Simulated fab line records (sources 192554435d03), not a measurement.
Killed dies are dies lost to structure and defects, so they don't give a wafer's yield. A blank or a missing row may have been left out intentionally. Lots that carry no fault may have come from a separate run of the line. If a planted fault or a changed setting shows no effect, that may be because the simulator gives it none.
fab line records + flow n5Finfet
[record]
- lots = 10
- wafers = 29
- lastDay = 18
route steps=1938 shown BEOL_M0_SAQP@695 BEOL_M0@718 BEOL_M4@1111 PASSIVATION@1936
lots with no fault: from the same line, run without faults
startH: start of the lot's first displayed wafer, in hours after the record's first day + waitH: how many hours have passed since the lot's step before this one + " unchanged from the row above + L1.1+2: one row covering several wafers at once + - no value present, or no start provided + * or withheld: withheld + < > ~ a bound
route shown NAME@n: a module of which the file shows steps, and the number in the route of the first + usual: mean/standard deviation taken from wafers without a fault + same: alike in all rows + chamber/n: place in a boat + sites: the reading at each site + _std_site: standard deviation of those values + _edge_site: the outer-site mean with the inner-site mean subtracted + radiusMm: for every site, how far away it sits from the centre of the wafer + mask NAME#n: copy n + behind: tool/chamber where the wafer was last shaped + hold: cause of the lot's hold/its duration in hours/its outcome + device: whichever transistor did not switch (one of n, p or np) + end of line: at the end of the route, the tests of the same wafers + step lacking rows: just its recipe + killed: not the wafer's yield, but the dies lost to structure and defects at the first sort + map: shows each die of a wafer: x if killed, . if not, _ if none is there
set.NAME: setting as actually run; set.NAME@STEP: the setting as run at that earlier step + model.NAME: the simulator's own value behind a step, which no gauge read
steps of the route over a sample of lots; a table a step, a row a wafer
services: from which hour (startH, from the record's first day; less than 0 if before it) a tool's chamber was out of use, for how many hours, and why
[[steps]]
[step N5_BEOL_M0_SAQP_CUT_ETCH_46]
[recipe]
- chemistry = N2/H2
- target = SOC
- targetDepthA = 1350
- overetchA = 270
- tempC = 40
- timeS = 202.5
- ionEnergyEv = 200
- maskMaterial = SiARC
- pressureMtorr = 30
- sourceW = 840
- biasW = 150
- n2FlowSccm = 200
- h2FlowSccm = 200
[usual]
- drypumpMotorCurrentA = 5.9/0.37
- rfVppV = 524.1/2.8
- showerheadPlenumPTorr = 2.55/0.1
- throttleValvePct = 17.77/0.24
[same]
- timeS = 202.5
| lot.wafer | tool       | chamber | startH | waitH | drypumpMotorCurrentA | rfHoursCounterH | rfVppV | showerheadPlenumPTorr | throttleValvePct |
|-----------|------------|---------|--------|-------|----------------------|-----------------|--------|-----------------------|------------------|
| L277.3    | rieDiel-01 | 3       | 115.30 | 0.0   | 5.7                  | 178             | 525.9  | 2.64                  | 17.80            |
| L277.4    | "          | 2       | "      | "     | 6.3                  | 154             | 521.0  | 2.44                  | 17.61            |
| L277.5    | "          | 3       | "      | "     | 5.7                  | -               | 524.5  | 2.64                  | 17.80            |
| L279.1    | rieDiel-06 | 0       | 135.99 | 0.0   | 4.9                  | 235             | 520.5  | 2.38                  | 18.25            |
| L279.4    | "          | 3       | "      | "     | 6.3                  | 74              | 524.0  | 2.59                  | 17.93            |
| L279.6    | "          | 3       | "      | "     | 6.3                  | -               | 525.6  | 2.59                  | 17.92            |
| L281.1    | rieDiel-06 | 0       | 150.94 | 0.0   | 4.9                  | 240             | 520.0  | 2.38                  | 18.27            |
| L281.2    | "          | 1       | "      | "     | 5.9                  | 32              | 525.9  | 2.60                  | 17.72            |
| L281.5    | "          | 1       | "      | "     | 5.9                  | -               | 525.0  | 2.60                  | 17.72            |
| L284.1    | rieDiel-01 | 3       | 155.89 | 0.0   | 5.7                  | 190             | 528.0  | 2.63                  | 17.82            |
| L284.5    | "          | 2       | "      | "     | 6.4                  | -               | 522.2  | 2.44                  | 17.64            |
| L284.6    | "          | 1       | "      | "     | 6.3                  | -               | 527.1  | 2.65                  | 17.31            |
| L286.2    | rieDiel-01 | 1       | 168.67 | 0.0   | 6.3                  | 150             | 525.7  | 2.65                  | 17.32            |
| L286.5    | "          | 3       | "      | "     | 5.7                  | -               | 527.1  | 2.63                  | 17.81            |
| L286.6    | "          | 0       | "      | "     | 5.5                  | -               | 527.7  | 2.69                  | 17.84            |
| L294.2    | rieDiel-05 | 2       | 220.00 | 0.0   | 5.6                  | 250             | 524.9  | 2.60                  | 18.05            |
| L294.3    | "          | 1       | "      | "     | 6.1                  | 230             | 521.1  | 2.41                  | 17.51            |
| L294.6    | "          | 2       | "      | "     | 5.6                  | -               | 526.4  | 2.60                  | 18.04            |
| L295.2    | rieDiel-05 | 3       | 221.72 | 0.0   | 5.8                  | 199             | 526.1  | 2.63                  | 18.02            |
| L295.3    | "          | 0       | "      | "     | 5.5                  | 147             | 522.2  | 2.44                  | 18.06            |
| L295.4    | "          | 0       | "      | "     | 5.5                  | -               | 520.5  | 2.44                  | 18.08            |
| L297.2    | rieDiel-05 | 0       | 236.36 | 0.0   | 5.6                  | 153             | 521.1  | 2.43                  | 18.08            |
| L297.3    | "          | 1       | "      | "     | 6.1                  | 236             | 520.0  | 2.41                  | 17.52            |
| L298.1    | rieDiel-06 | 3       | 242.50 | 0.0   | 6.3                  | 107             | 523.5  | 2.57                  | 18.01            |
| L298.3    | "          | 2       | "      | "     | 6.4                  | 212             | 523.3  | 2.50                  | 17.72            |
| L298.4    | "          | 3       | "      | "     | 6.3                  | -               | 524.3  | 2.58                  | 17.99            |
| L299.1    | rieDiel-05 | 1       | 253.21 | 0.0   | 6.1                  | 243             | 520.7  | 2.40                  | 17.53            |
| L299.3    | "          | 3       | "      | "     | 5.8                  | 210             | 526.2  | 2.63                  | 18.04            |
| L299.5    | "          | 2       | "      | "     | 5.6                  | -               | 526.9  | 2.60                  | 17.59            |
[step N5_BEOL_M0_STRIP_104]
[recipe]
- chemistry = N2/H2
- powerW = 450
- tempC = 40
- pressureMtorr = 20
- rfFrequencyHz = 6e+07
- overashFraction = 0.3
- biasPowerW = 7
- h2Frac = 0.5
- n2FlowSccm = 200
- h2FlowSccm = 200
[usual]
- drypumpMotorCurrentA = 5.9/0.49
- oesProductAu = 0.80/0.096
- powerW = 449.9/1.2
- rfVppV = 59.2/1.7
- showerheadPlenumPTorr = 2.55/0.096
- throttleValvePct = 23.56/0.27
| lot.wafer | tool       | chamber | startH | waitH | drypumpMotorCurrentA | oesProductAu | powerW | rfHoursCounterH | rfVppV | showerheadPlenumPTorr | throttleValvePct |
|-----------|------------|---------|--------|-------|----------------------|--------------|--------|-----------------|--------|-----------------------|------------------|
| L277.3    | rieDiel-03 | 2       | 117.15 | 0.0   | 5.5                  | 0.82         | 451.4  | 74              | 56.7   | 2.55                  | 23.25            |
| L277.4    | "          | 0       | "      | "     | 5.7                  | 0.75         | 448.5  | 167             | 59.3   | 2.54                  | 23.97            |
| L277.5    | "          | 2       | "      | "     | 5.4                  | 0.83         | 451.7  | -               | 58.2   | 2.55                  | 23.26            |
| L279.1    | rieDiel-04 | 3       | 138.38 | 0.0   | 6.4                  | 0.94         | 449.5  | 19              | 56.8   | 2.59                  | 23.54            |
| L279.4    | "          | 2       | "      | "     | 5.6                  | 0.72         | 448.0  | 210             | 57.3   | 2.42                  | 23.66            |
| L279.6    | "          | 3       | "      | "     | 6.5                  | 0.92         | 449.7  | -               | 60.5   | 2.59                  | 23.53            |
| L281.1    | rieDiel-03 | 0       | 154.69 | 0.0   | 5.6                  | 0.73         | 449.2  | 182             | 58.2   | 2.54                  | 23.99            |
| L281.2    | "          | 2       | "      | "     | 5.4                  | 0.81         | 448.4  | 89              | 60.8   | 2.55                  | 23.28            |
| L281.5    | "          | 1       | "      | "     | 5.3                  | 0.83         | 448.9  | -               | 57.2   | 2.58                  | 23.34            |
| L284.1    | rieDiel-04 | 0       | 159.85 | 0.0   | 6.7                  | 0.68         | 450.7  | 248             | 58.9   | 2.41                  | 24.02            |
| L284.5    | "          | 0       | "      | "     | 6.7                  | 0.68         | 449.0  | -               | 59.9   | 2.41                  | 24.02            |
| L284.6    | "          | 1       | "      | "     | 6.3                  | 0.67         | 449.1  | -               | 59.6   | 2.50                  | 23.34            |
| L286.2    | rieDiel-04 | 1       | 172.29 | 0.0   | 6.3                  | 0.67         | 448.7  | 252             | 59.2   | 2.49                  | 23.34            |
| L286.5    | "          | 2       | "      | "     | 5.6                  | 0.71         | 451.6  | -               | 60.0   | 2.41                  | 23.73            |
| L286.6    | "          | 1       | "      | "     | 6.3                  | 0.65         | 449.4  | -               | 59.6   | 2.49                  | 23.31            |
| L295.2    | rieDiel-04 | 0       | 225.63 | 0.0   | 6.7                  | 0.92         | 449.4  | 16              | 60.1   | 2.72                  | 23.69            |
| L295.3    | "          | 3       | "      | "     | 6.4                  | 0.87         | 449.7  | 54              | 62.2   | 2.58                  | 23.58            |
| L295.4    | "          | 1       | "      | "     | 6.3                  | 0.95         | 390.4  | 8               | 61.7   | 2.49                  | 23.21            |
| L294.2    | rieDiel-03 | 2       | 225.76 | 0.0   | 5.4                  | 0.78         | 449.1  | 117             | 61.0   | 2.53                  | 23.33            |
| L294.3    | "          | 3       | "      | "     | 5.7                  | 0.93         | 450.5  | 13              | 58.3   | 2.69                  | 23.33            |
| L294.6    | "          | 3       | "      | "     | 5.7                  | 0.93         | 449.7  | -               | 57.1   | 2.69                  | 23.33            |
| L297.2    | rieDiel-04 | 3       | 241.65 | 0.0   | 6.4                  | 0.86         | 447.7  | 61              | 60.8   | 2.57                  | 23.64            |
| L297.3    | "          | 1       | "      | "     | 6.3                  | 0.95         | 391.1  | 14              | 59.0   | 2.49                  | 23.15            |
| L298.1    | rieDiel-03 | 1       | 245.04 | 0.0   | 5.3                  | 0.81         | 451.5  | 95              | 57.6   | 2.57                  | 23.32            |
| L298.3    | "          | 0       | "      | "     | 5.6                  | 0.72         | 450.5  | 214             | 57.4   | 2.53                  | 24.03            |
| L298.4    | "          | 2       | "      | "     | 5.5                  | 0.77         | 451.4  | 125             | 60.1   | 2.53                  | 23.32            |
| L299.1    | rieDiel-02 | 3       | 256.85 | 0.0   | 5.6                  | 0.72         | 451.0  | 202             | 56.9   | 2.51                  | 23.71            |
| L299.3    | "          | 1       | "      | "     | 6.2                  | 0.69         | 451.4  | 243             | 58.8   | 2.61                  | 23.76            |
| L299.5    | "          | 1       | "      | "     | 6.2                  | 0.70         | 448.5  | -               | 60.5   | 2.61                  | 23.74            |
[step N5_BEOL_M0_PRE_CLEAN_113]
[recipe]
- gas = H2/He
- timeS = 30
- tempC = 250
[usual]
- heaterPowerW = 333/25
[same]
- timeS = 30
| lot.wafer | tool          | chamber | startH | waitH | heaterPowerW |
|-----------|---------------|---------|--------|-------|--------------|
| L277.3    | pvdSputter-02 | -       | 119.14 | 0.0   | 346          |
| L277.4    | "             | -       | "      | "     | 344          |
| L277.5    | "             | -       | "      | "     | 339          |
| L279.1    | pvdSputter-01 | -       | 140.02 | 0.0   | 287          |
| L279.4    | "             | -       | "      | "     | 369          |
| L279.6    | "             | -       | "      | "     | 366          |
| L281.1    | pvdSputter-01 | -       | 156.66 | 0.0   | 342          |
| L281.2    | "             | -       | "      | "     | 283          |
| L281.5    | "             | -       | "      | "     | 347          |
| L284.1    | pvdSputter-03 | -       | 163.06 | 0.0   | 359          |
| L284.5    | "             | -       | "      | "     | 359          |
| L284.6    | "             | -       | "      | "     | 310          |
| L286.2    | pvdSputter-03 | -       | 173.51 | 0.0   | 362          |
| L286.5    | "             | -       | "      | "     | 323          |
| L286.6    | "             | -       | "      | "     | 364          |
| L295.2    | pvdSputter-01 | -       | 227.02 | 0.0   | 286          |
| L295.3    | "             | -       | "      | "     | 288          |
| L295.4    | "             | -       | "      | "     | 336          |
| L294.2    | pvdSputter-01 | -       | 227.32 | 0.0   | 291          |
| L294.3    | "             | -       | "      | "     | 279          |
| L294.6    | "             | -       | "      | "     | 361          |
| L297.2    | pvdSputter-03 | -       | 242.98 | 0.0   | 321          |
| L297.3    | "             | -       | "      | "     | 327          |
| L298.1    | pvdSputter-01 | -       | 246.42 | 0.0   | 366          |
| L298.3    | "             | -       | "      | "     | 280          |
| L298.4    | "             | -       | "      | "     | 301          |
| L299.1    | pvdSputter-03 | -       | 257.81 | 0.0   | 353          |
| L299.3    | "             | -       | "      | "     | 319          |
| L299.5    | "             | -       | "      | "     | 355          |
[step N5_BEOL_M0_SPUTTER_116]
[recipe]
- material = Cu
- targetThkA = 40
- tempC = -20
- chamberPressurePa = 0.07
- powerW = withheld
- timeS = 7.37
[usual]
- throttleValvePct = 30.2/1.2
[same]
- timeS = 7.37
| lot.wafer | tool          | chamber | startH | waitH | throttleValvePct |
|-----------|---------------|---------|--------|-------|------------------|
| L277.3    | pvdSputter-02 | -       | 119.85 | 0.1   | 30.4             |
| L277.4    | "             | -       | "      | "     | 30.0             |
| L277.5    | "             | -       | "      | "     | 29.0             |
| L279.1    | pvdSputter-03 | -       | 141.53 | 0.1   | 28.9             |
| L279.4    | "             | -       | "      | "     | 29.1             |
| L279.6    | "             | -       | "      | "     | 29.2             |
| L281.1    | pvdSputter-02 | -       | 157.23 | 0.1   | 30.5             |
| L281.2    | "             | -       | "      | "     | 29.7             |
| L281.5    | "             | -       | "      | "     | 29.2             |
| L284.1    | pvdSputter-01 | -       | 163.65 | 0.1   | 31.6             |
| L284.5    | "             | -       | "      | "     | 28.1             |
| L284.6    | "             | -       | "      | "     | 30.4             |
| L286.2    | pvdSputter-02 | -       | 174.17 | 0.2   | 30.2             |
| L286.5    | "             | -       | "      | "     | 29.7             |
| L286.6    | "             | -       | "      | "     | 32.7             |
| L295.2    | pvdSputter-01 | -       | 227.56 | 0.1   | 28.2             |
| L295.3    | "             | -       | "      | "     | 31.5             |
| L295.4    | "             | -       | "      | "     | 30.1             |
| L294.2    | pvdSputter-01 | -       | 228.00 | 0.3   | 28.5             |
| L294.3    | "             | -       | "      | "     | 30.1             |
| L294.6    | "             | -       | "      | "     | 28.1             |
| L297.2    | pvdSputter-02 | -       | 243.75 | 0.1   | 29.7             |
| L297.3    | "             | -       | "      | "     | 29.1             |
| L298.1    | pvdSputter-02 | -       | 247.35 | 0.1   | 30.3             |
| L298.3    | "             | -       | "      | "     | 29.2             |
| L298.4    | "             | -       | "      | "     | 32.1             |
| L299.1    | pvdSputter-01 | -       | 260.02 | 1.6   | 30.5             |
| L299.3    | "             | -       | "      | "     | 31.5             |
| L299.5    | "             | -       | "      | "     | 31.5             |
[step N5_BEOL_M4_RC_MEAS_101]
[usual]
- DIBL_N = 35.8/1.6
- DIBL_P = 36.0/1.9
- IOFF_N = 0.151/0.029
- IOFF_P = 0.21/0.037
- ION_N = 673/12
- ION_P = 463/7.3
- SS_N = 71.5/0.58
- SS_P = 73.2/0.61
- VT_N = 251/3.3
- VT_P = -250/3.3
| lot.wafer | tool      | chamber | startH | waitH | DIBL_N[mV/V] | DIBL_P[mV/V] | IOFF_N[nA/um] | IOFF_P[nA/um] | ION_N[uA/um] | ION_P[uA/um] | SS_N[mV/dec] | SS_P[mV/dec] | VT_N[mV] | VT_P[mV] |
|-----------|-----------|---------|--------|-------|--------------|--------------|---------------|---------------|--------------|--------------|--------------|--------------|----------|----------|
| L277.3    | prober-02 | 0       | 162.23 | 0.9   | 35.4         | 34.9         | 0.115         | 0.18          | 662          | 461          | 70.7         | 72.2         | 256      | -253     |
| L277.4    | "         | 0       | "      | "     | 36.9         | 35.9         | 0.139         | 0.19          | 667          | 463          | 71.1         | 72.0         | 254      | -251     |
| L277.5    | "         | 0       | "      | "     | 38.8         | 37.9         | 0.175         | 0.23          | 679          | 462          | 72.4         | 73.5         | 250      | -250     |
| L279.1    | prober-01 | 0       | 186.70 | 0.0   | 36.8         | 36.7         | 0.151         | 0.20          | 668          | 456          | 72.1         | 73.5         | 253      | -252     |
| L279.4    | "         | 0       | "      | "     | 35.3         | 34.5         | 0.128         | 0.17          | 657          | 457          | 71.0         | 72.6         | 254      | -253     |
| L279.6    | "         | 0       | "      | "     | 34.1         | 33.3         | 0.108         | 0.15          | 652          | 452          | 71.1         | 72.0         | 257      | -253     |
| L281.1    | prober-02 | 0       | 208.71 | 0.0   | 37.3         | 36.7         | 0.142         | 0.21          | 666          | 465          | 71.2         | 72.9         | 252      | -248     |
| L281.2    | "         | 0       | "      | "     | 38.8         | 38.8         | 0.179         | 0.25          | 688          | 468          | 72.3         | 73.8         | 249      | -248     |
| L281.5    | "         | 0       | "      | "     | 37.0         | 36.2         | 0.137         | 0.20          | 660          | 461          | 71.1         | 72.8         | 255      | -251     |
| L286.2    | prober-02 | 0       | 213.34 | 0.2   | 34.8         | 35.5         | 0.154         | 0.22          | 681          | 478          | 71.6         | 72.6         | 254      | -247     |
| L286.5    | "         | 0       | "      | "     | 34.7         | 36.2         | 0.152         | 0.24          | 685          | 478          | 71.5         | 72.9         | 253      | -244     |
| L286.6    | "         | 0       | "      | "     | 35.2         | 35.7         | 0.161         | 0.23          | 672          | 460          | 72.5         | 73.2         | 250      | -245     |
| L284.1    | prober-02 | 0       | 220.41 | 0.0   | 37.0         | 36.4         | 0.145         | 0.19          | 670          | 464          | 72.6         | 72.2         | 251      | -251     |
| L284.5    | "         | 0       | "      | "     | 38.3         | 38.8         | 0.186         | 0.23          | 682          | 463          | 72.5         | 74.0         | 250      | -250     |
| L284.6    | "         | 0       | "      | "     | 37.5         | 38.3         | 0.174         | 0.21          | 689          | 468          | 72.1         | 73.4         | 249      | -249     |
| L294.2    | prober-01 | 0       | 277.44 | 0.2   | 33.5         | 33.6         | 0.129         | 0.17          | 672          | 457          | 70.5         | 72.7         | 254      | -252     |
| L294.3    | "         | 0       | "      | "     | 34.4         | 34.1         | 0.130         | 0.18          | 676          | 465          | 70.6         | 72.7         | 253      | -252     |
| L294.6    | "         | 0       | "      | "     | 33.5         | 32.7         | 0.115         | 0.17          | 656          | 456          | 70.9         | 72.2         | 255      | -252     |
| L295.2    | prober-01 | 0       | 280.99 | 0.2   | 35.1         | 34.6         | 0.135         | 0.18          | 672          | 460          | 70.4         | 73.1         | 252      | -250     |
| L295.3    | "         | 0       | "      | "     | 32.9         | 32.8         | 0.105         | 0.17          | 659          | 455          | 70.3         | 71.8         | 257      | -251     |
| L295.4    | "         | 0       | "      | "     | 35.9         | 35.6         | 0.148         | 0.20          | 676          | 463          | 70.7         | 73.5         | 249      | -252     |
| L297.2    | prober-01 | 0       | 298.89 | 0.2   | 34.1         | 35.2         | 0.132         | 0.18          | 647          | 459          | 71.3         | 73.8         | 253      | -253     |
| L297.3    | "         | 0       | "      | "     | 38.7         | 39.7         | 0.234         | 0.26          | 708          | 469          | 72.9         | 74.2         | 244      | -247     |
| L298.1    | prober-01 | 0       | 306.56 | 0.0   | 37.7         | 38.0         | 0.210         | 0.29          | 692          | 477          | 72.4         | 73.5         | 247      | -245     |
| L298.3    | "         | 0       | "      | "     | 36.0         | 36.1         | 0.178         | 0.24          | 681          | 473          | 71.2         | 73.3         | 246      | -248     |
| L298.4    | "         | 0       | "      | "     | 35.0         | 33.9         | 0.142         | 0.20          | 678          | 467          | 71.7         | 72.5         | 250      | -250     |
| L299.1    | prober-02 | 0       | 314.20 | 0.0   | 38.5         | 38.6         | 0.170         | 0.23          | 670          | 464          | 72.0         | 73.9         | 251      | -251     |
| L299.3    | "         | 0       | "      | "     | 35.4         | 35.1         | 0.135         | 0.19          | 671          | 456          | 71.2         | 72.6         | 250      | -253     |
| L299.5    | "         | 0       | "      | "     | 36.8         | 37.2         | 0.166         | 0.22          | 679          | 461          | 71.5         | 73.7         | 250      | -249     |
[step N5_PASSIVATION_PROBE_49]
[usual]
- defectLimitedYield = 90.9/1.4
- killed_at_M0_to_M3 = 37/12
- killed_at_M4_up = 14/5.3
- killedAtContacts = 12/6.2
- killedAtFrontEnd = 41/11
- killedAtOther = 3.7/2.9
- killedDies = 107/17
- killedOnRim = 14/4.4
- killedOpen = 71/12
- killedShort = 34/7.9
- sort_bin_5_function = 5.3/0.95
- sort_bin_6_memory = 3.4/0.7
- sort_bin_8_speed = 0.00/0.0099
- sortNPass = 1073/17
- sortYieldPct = 90.9/1.5
[same]
- grossDies = 1180
- killedAtBackSide = 0
- sort_bin_4_leakage[%] = 0
| lot.wafer | tool      | chamber | startH | waitH | defectLimitedYield[%] | killed_at_M0_to_M3 | killed_at_M4_up | killedAtContacts | killedAtFrontEnd | killedAtOther | killedDies | killedOnRim | killedOpen | killedShort | sort_bin_5_function[%] | sort_bin_6_memory[%] | sort_bin_8_speed[%] | sortNPass | sortYieldPct[%] |
|-----------|-----------|---------|--------|-------|-----------------------|--------------------|-----------------|------------------|------------------|---------------|------------|-------------|------------|-------------|------------------------|----------------------|---------------------|-----------|-----------------|
| L286.2    | prober-02 | -       | 317.48 | 0.1   | 91.1                  | 47                 | 13              | 21               | 23               | 1             | 105        | 16          | 73         | 28          | 4.2                    | 4.2                  | 0                   | 1075      | 91.1            |
| L286.5    | prober-02 | -       | 317.63 | 0.2   | 90.8                  | 46                 | 10              | 13               | 36               | 3             | 108        | 10          | 74         | 31          | 4.7                    | 4.1                  | 0                   | 1072      | 90.8            |
| L286.6    | prober-02 | -       | 317.68 | 0.3   | 92.7                  | 32                 | 11              | 6                | 37               | 0             | 86         | 13          | 59         | 22          | 4.2                    | 2.6                  | 0                   | 1094      | 92.7            |
| L284.1    | prober-01 | -       | 325.84 | 0.0   | 88.1                  | 80                 | 12              | 7                | 41               | 1             | 141        | 18          | 76         | 60          | 7.3                    | 4.0                  | 0                   | 1039      | 88.1            |
| L284.5    | prober-01 | -       | 326.04 | 0.2   | 89.1                  | 53                 | 11              | 10               | 54               | 1             | 129        | 17          | 79         | 45          | 6.5                    | 3.7                  | 0                   | 1051      | 89.1            |
| L284.6    | prober-01 | -       | 326.09 | 0.3   | 87.4                  | 89                 | 10              | 12               | 30               | 8             | 149        | 20          | 93         | 54          | 7.4                    | 4.7                  | 0                   | 1031      | 87.4            |
| L295.2    | prober-01 | -       | 389.44 | 0.1   | 91.9                  | 35                 | 3               | 17               | 34               | 7             | 96         | 13          | 61         | 34          | 4.8                    | 2.9                  | 0                   | 1084      | 91.9            |
| L295.3    | prober-01 | -       | 389.49 | 0.1   | 92.2                  | 36                 | 6               | 16               | 24               | 10            | 92         | 6           | 58         | 34          | 4.0                    | 3.6                  | 0                   | 1088      | 92.2            |
| L295.4    | prober-01 | -       | 389.54 | 0.2   | 88.8                  | 34                 | 18              | 26               | 53               | 1             | 132        | 21          | 102        | 30          | 6.0                    | 4.9                  | 0                   | 1048      | 88.8            |
// killed by level:class
L286.2 MOL_CONTACT_COAG:geometricParticle:open=17 BEOL_M3:geometricParticle:open=12 BEOL_M2:geometricParticle:open=9 DUMMY_GATE:geometricParticle:open=7 BEOL_M0_SAQP:geometricParticle:short=6 BEOL_M0_SAQP:geometricParticle:open=6 BEOL_M5:geometricParticle:open=5 BEOL_M1:geometricParticle:short=5
L286.5 BEOL_M0_SAQP:geometricParticle:open=13 BEOL_M3:geometricParticle:open=13 STI_FIN_REVEAL:geometricParticle:open=11 MOL_CONTACT_COAG:geometricParticle:open=9 FIN_SAQP:geometricParticle:short=5 DUMMY_GATE:geometricParticle:short=5 BEOL_M1:geometricParticle:short=5 FIN_SAQP:geometricParticle:open=4
L286.6 BEOL_M2:geometricParticle:open=10 STI_FIN_REVEAL:geometricParticle:open=6 BEOL_M0_SAQP:geometricParticle:open=6 BEOL_M3:geometricParticle:open=6 GATE_CUT:geometricParticle:open=5 MOL_CONTACT_COAG:geometricParticle:open=5 STARTING-WAFER:geometricParticle:short=5 DUMMY_GATE:geometricParticle:open=4
L284.1 BEOL_M0_SAQP:geometricParticle:open=19 BEOL_M0_SAQP:geometricParticle:short=18 FIN_SAQP:geometricParticle:open=13 BEOL_M1:geometricParticle:short=12 FIN_SAQP:geometricParticle:short=10 BEOL_M2:geometricParticle:open=10 BEOL_M1:geometricParticle:open=6 BEOL_M3:geometricParticle:short=6
L284.5 BEOL_M0_SAQP:geometricParticle:open=18 BEOL_M0_SAQP:geometricParticle:short=14 GATE_CUT:geometricParticle:short=10 FIN_SAQP:geometricParticle:short=9 FIN_SAQP:geometricParticle:open=8 STI_FIN_REVEAL:geometricParticle:open=7 MOL_CONTACT_COAG:geometricParticle:open=7 BEOL_M1:geometricParticle:open=6
L284.6 BEOL_M0_SAQP:geometricParticle:short=22 BEOL_M0_SAQP:geometricParticle:open=22 BEOL_M2:geometricParticle:open=16 BEOL_M3:geometricParticle:open=9 BEOL_M1:geometricParticle:open=9 MOL_CONTACT_COAG:geometricParticle:open=8 FIN_SAQP:geometricParticle:open=6 STI_FIN_REVEAL:geometricParticle:open=5
L295.2 STI_FIN_REVEAL:geometricParticle:open=14 MOL_CONTACT_COAG:geometricParticle:short=9 MOL_CONTACT_COAG:geometricParticle:open=8 BEOL_M0_SAQP:geometricParticle:short=7 BEOL_M3:geometricParticle:open=7 BEOL_M0_SAQP:geometricParticle:open=6 FIN_SAQP:geometricParticle:short=5 PASS1_CAP:geometricParticle:open=5
L295.3 MOL_CONTACT_COAG:geometricParticle:open=13 BEOL_M0_SAQP:geometricParticle:short=12 FIN_SAQP:geometricParticle:open=7 BEOL_M0_SAQP:geometricParticle:open=6 STI_FIN_REVEAL:geometricParticle:open=5 BEOL_M1:geometricParticle:short=5 PASS1_CAP:geometricParticle:open=5 BEOL_M2:geometricParticle:open=4
L295.4 STI_FIN_REVEAL:geometricParticle:open=26 MOL_CONTACT_COAG:geometricParticle:open=20 BEOL_M1:geometricParticle:open=11 FIN_SAQP:geometricParticle:open=8 BEOL_M4:geometricParticle:open=8 MOL_CONTACT_COAG:geometricParticle:short=6 DUMMY_GATE:geometricParticle:open=6 BEOL_M0_SAQP:geometricParticle:short=6
[[services]]
| tool          | chamber | startH | hours | kind                         |
|---------------|---------|--------|-------|------------------------------|
| rieDiel-06    | 3       | 91.32  | 4.9   | repair                       |
| rieDiel-06    | 2       | 124.88 | 3.2   | repair                       |
| pvdSputter-01 | -       | 137.17 | 2.2   | repair                       |
| rieDiel-02    | -       | 145.40 | 4.3   | pm                           |
| rieDiel-05    | 0       | 157.45 | 2.8   | repair                       |
| rieDiel-02    | -       | 163.03 | 3.2   | repair                       |
| rieDiel-04    | 0       | 165.28 | -     | clean                        |
| rieDiel-04    | 0       | 165.28 | -     | consumableReplace:focusRing  |
| rieDiel-04    | 0       | 165.28 | -     | consumableReplace:showerhead |
| rieDiel-04    | 0       | 165.28 | 18.7  | scheduledDown                |
| rieDiel-04    | 0       | 165.28 | 18.7  | ventCycle                    |
| rieDiel-04    | 1       | 184.08 | -     | clean                        |
| rieDiel-04    | 1       | 184.08 | -     | consumableReplace:focusRing  |
| rieDiel-04    | 1       | 184.08 | 16.1  | scheduledDown                |
| rieDiel-04    | 1       | 184.08 | 16.1  | ventCycle                    |
| rieDiel-03    | 3       | 189.80 | 9.6   | repair                       |
| rieDiel-06    | 2       | 201.30 | 23.7  | repair                       |
| rieDiel-06    | 3       | 202.27 | 7.3   | repair                       |
| rieDiel-01    | -       | 211.73 | 3.2   | repair                       |
| rieDiel-03    | -       | 219.02 | 2.8   | pm                           |
| pvdSputter-01 | -       | 231.67 | 2.2   | repair                       |
| pvdSputter-01 | -       | 236.50 | 2.7   | repair                       |
| rieDiel-01    | -       | 243.61 | 0.2   | repair                       |
| rieDiel-03    | 0       | 259.75 | 6.6   | repair                       |
[[key]]
[firstSign]
- step = N5_BEOL_M0_STRIP_104
- reading = powerW
- direction = down
- sigmas = 47
- usual = *
- struck = *
effect none on later readings
metAt N5_BEOL_M0_STRIP_104
struckLots L295,L297
struckWafers L295.4,L297.3
rowsEnd L297.3
notActingAt N5_BEOL_M0_SAQP_CUT_ETCH_46,N5_BEOL_M0_PRE_CLEAN_113,N5_BEOL_M0_SPUTTER_116
onsetBetween 172.29 225.63
[fault]
- kind = processParameterDrift
- tool = rieDiel-04
- chamber = 1
- onsetH = 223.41
- steps = N5_BEOL_M0_STRIP_104
- channel = powerW
- offset = *
- shape = step
- endH = 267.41
- actsIn = *
- stated = *
// rowsEnd: these wafers met a further fault down the route, and their rows from its step on are left out
